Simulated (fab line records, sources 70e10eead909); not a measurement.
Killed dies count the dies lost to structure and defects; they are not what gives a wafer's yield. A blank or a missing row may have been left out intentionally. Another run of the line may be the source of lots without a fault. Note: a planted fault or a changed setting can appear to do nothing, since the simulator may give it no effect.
Matching of chambers + flow nand-harc + rie-diel-03 running NHARC_A_STAIRCASE_ETCH_253: 4 sister chambers
The step etches the open film in C4F8/O2, target depth 50 nm, time 20.2 s. 4 wafers are shown with their chamber, then 7 later ones without.

== EACH WAFER AND ITS CHAMBER ==
| wafer  | chamber | rf-vpp-V (V) |
|--------|---------|--------------|
| L087.5 | 3       | 906          |
| L089.1 | 2       | 903          |
| L088.3 | 1       | 905          |
| L088.4 | 0       | 887          |

== WAFERS MISSING THEIR CHAMBER ==
| wafer  | rf-vpp-V (V) |
|--------|--------------|
| L088.5 | 903          |
| L092.1 | 905          |
| L092.4 | 905          |
| L092.5 | 888          |
| L091.2 | 905          |
| L091.4 | 904          |
| L091.5 | 906          |

== WHICH CHAMBER EACH WENT THROUGH ==
| wafer  | from the rows above          | in truth                   |
|--------|------------------------------|----------------------------|
| L088.5 | 2                            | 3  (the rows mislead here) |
| L092.1 | can't be placed: 1 or 3      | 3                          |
| L092.4 | can't be placed: 1 or 3      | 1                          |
| L092.5 | 0                            | 0                          |
| L091.2 | can't be placed: 1 or 3      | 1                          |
| L091.4 | can't be placed: 1 or 2 or 3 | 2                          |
| L091.5 | can't be placed: 3 or 1      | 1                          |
Placed correctly: 1 of 7. From these rows, 5 cannot be placed; in 5 the true chamber is one of the candidates. 1 placed wrongly.
How it was worked out, from the rows above alone: a wafer's distance from a chamber is the root of the sum, over the readings, of the square of ((its reading less the chamber's mean) divided by the reading's scatter). If the next closest chamber is less than 2 further off than the closest, the wafer can't be placed; otherwise it belongs to the closest. A chamber's mean is the mean of its shown wafers. The scatter: with one shown wafer a chamber, the root of the mean of the squares of how far each hidden wafer lies from its nearest shown one.
